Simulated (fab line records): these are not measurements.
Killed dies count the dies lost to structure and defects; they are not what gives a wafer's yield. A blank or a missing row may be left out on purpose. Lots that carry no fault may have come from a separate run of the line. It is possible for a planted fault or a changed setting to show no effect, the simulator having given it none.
A struck lot beside a sound one    flow n5 finfet    35 out of 1938 route steps
Sound: wafers L517.1, L517.3, L517.6. The struck wafers were L529.2, L529.4, L529.6. Last of all comes the cause.
At each step with rows: each side's tool, then ch and its chambers, then its first start. Under that, the readings that differ: sound wafers    struck wafers    difference of the means    sigmas: that difference in standard deviations of wafers without a fault.
alike: same words and numbers on both sides, and readings whose means sit less than 2 such deviations apart. not compared: any withheld reading, any reading some wafer has no value for, any bound like >300 that may hide the same value, and any number with overlapping values for which the record gives no deviation.
A row with sigmas, a row that says differs or no value, or rows on one side alone: a step with any of these is where the two part. Non-overlapping numbers with no deviation appear without sigmas and do not part them. A reading that every wafer of one side lacks parts them only if that side has two wafers or more.

first, 11 steps without rows for these wafers: N5_MOL_CONTACT_COAG_WET_ETCH_116 (etches the open film in SC1-inhibited, target depth 4.6 nm, rinse time 30 s); N5_MOL_CONTACT_COAG_ALD_27 (deposits SiOC, target thk 17 nm, pulse time 1.5 s, time 2720 s); N5_MOL_CONTACT_COAG_CMP_28 (polishes, stops on SiNx, t overpolish 0.85 s, target thk 14.522 nm); N5_MOL_CONTACT_COAG_ALD_123 (deposits SiNx, target thk 5 nm, pulse time 1 s, purge time 2 s); N5_MOL_CONTACT_COAG_PECVD_31 (deposits SiO2 from TEOS/O2, target thk 46 nm, time 8.9 s); N5_MOL_CONTACT_COAG_COAT_75 (time 60 s, resist thk 60 nm); N5_MOL_CONTACT_COAG_COAT_76 (time 60 s, resist thk 10 nm); N5_MOL_CONTACT_COAG_COAT_77 (time 60 s, resist thk 10 nm); N5_MOL_CONTACT_COAG_COAT_78 (resist thk 40 nm); N5_MOL_CONTACT_COAG_EBR_80; N5_MOL_CONTACT_COAG_SOFTBAKE_79 (time 60 s).
N5_MOL_CONTACT_COAG_EXPOSE_81: exposes mask VG, defocus 0 nm.
  sound on euv scanner-01 ch 0, day 7 09:09; struck on euv scanner-01 ch 0, day 10 04:56
reading               sound              struck             difference  sigmas
exposure dose mJ cm2  59.59 59.60 59.58  60.38 60.43 60.47  +0.84       +11
  alike: mask
then, 2 steps without rows for these wafers: N5_MOL_CONTACT_COAG_PEB_82 (peb time 60 s); N5_MOL_CONTACT_COAG_DEVELOP_83 (develop time 30 s).
N5_MOL_CONTACT_COAG_CD_MEAS_84: target cd 25.1 nm.
  sound on cd sem-03 ch 0, day 7 09:18; struck on cd sem-02 ch 0, day 10 05:05
reading     sound              struck             difference  sigmas
cd nm (nm)  25.06 25.04 25.06  23.97 23.44 24.23  -1.17       -5
then, 16 steps without rows for these wafers: N5_MOL_CONTACT_COAG_DESCUM_88 (chemistry O2, time 7 s); N5_MOL_CONTACT_COAG_ETCH_89 (etches underlayer in N2/H2, target depth 13 nm, time 10.4 s); N5_MOL_CONTACT_COAG_ETCH_90 (etches SiARC in CF4, target depth 13 nm, time 21.7 s); N5_MOL_CONTACT_COAG_ALD_131 (deposits SiO2, target thk 5 nm, pulse time 1 s, co reactant pulse time 1 s); N5_MOL_CONTACT_COAG_ETCHBACK_132 (etches SiO2 in CHF3, target depth 10 nm, time 6.7 s); N5_MOL_CONTACT_COAG_ETCH_91 (etches SOC in N2/H2, target depth 60 nm, overetch 21 nm, time 101.2 s); N5_MOL_CONTACT_COAG_STRIP_92 (strips in N2/H2); N5_MOL_CONTACT_COAG_STRIP_93 (strips in N2/H2); N5_MOL_CONTACT_COAG_ETCHBACK_135 (etches SiO2 in CHF3, target depth 25 nm, time 16.7 s); N5_MOL_CONTACT_COAG_STRIP_118 (strips in CHF3); N5_MOL_CONTACT_COAG_VIA_ETCH_46 (etches SiO2 in C4F6/O2, target depth 46 nm, overetch 9.2 nm, time 40 s); N5_MOL_CONTACT_COAG_STRIP_96 (strips in N2/H2); N5_MOL_CONTACT_COAG_ETCH_47 (etches SiNx in CH3F/O2, stops on W, target depth 27 nm); N5_MOL_CONTACT_COAG_STRIP_119 (strips in N2/H2, time 30 s); N5_MOL_CONTACT_COAG_PRECLEAN_144 (cleans in alkaline clean, time 60 s); N5_MOL_CONTACT_COAG_SRD_145 (time 30 s).
N5_MOL_CONTACT_COAG_CD_MEAS_137: target cd 16 nm.
  sound on cd sem-01 at day 7 10:17; struck on cd sem-01 at day 10 06:17
reading     sound              struck             difference  sigmas
cd nm (nm)  15.53 15.57 15.56  14.54 14.37 15.18  -0.86       -3
then, 1 step without rows for these wafers: N5_MOL_CONTACT_COAG_COAT_62 (time 60 s, resist thk 60 nm).
N5_BEOL_M4_RC_MEAS_101:
  the record has rows for the sound wafers here (prober-02 ch 0, day 9 23:55) and none for the struck ones
-- a jump in the record: the struck wafers' starts before and after are 8 days apart (it breaks off in module BEOL_M4 and resumes in module PASSIVATION, where the first step shown is number 1936 of the route) --
N5_PASSIVATION_PROBE_49:
  sound on prober-02 at day 14 09:20; struck on prober-02 at day 18 06:28
reading                   sound           struck          difference  sigmas
defect limited yield (%)  89.7 91.5 94.7  0 0 0           -92         -66
killed_at_M4_up           15 6 6          16 19 20        +9          +2
killed at contacts        8 6 4           1103 1099 1102  +1095       +99 or more
killed dies               122 100 63      1180 1180 1180  +1085       +64
killed on rim             19 19 7         152 152 152     +137        +30
sort_bin_5_function (%)   6.4 4.7 3.4     4.6 4.6 41.4    +12.0       +13
sort n pass               1058 1080 1117  0 0 0           -1085       -64
sort yield pct (%)        89.7 91.5 94.7  0 0 0           -92         -66
  alike: killed_at_M0_to_M3, killed at front end, killed at other, killed open, killed short, sort_bin_6_memory

== WHERE THEY PART ==
First at N5_MOL_CONTACT_COAG_EXPOSE_81; last, within this record, at N5_PASSIVATION_PROBE_49.

WHY: what had been put in by the simulator
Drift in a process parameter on euv scanner-01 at N5_MOL_CONTACT_COAG_EXPOSE_81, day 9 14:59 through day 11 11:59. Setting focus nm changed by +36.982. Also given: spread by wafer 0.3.
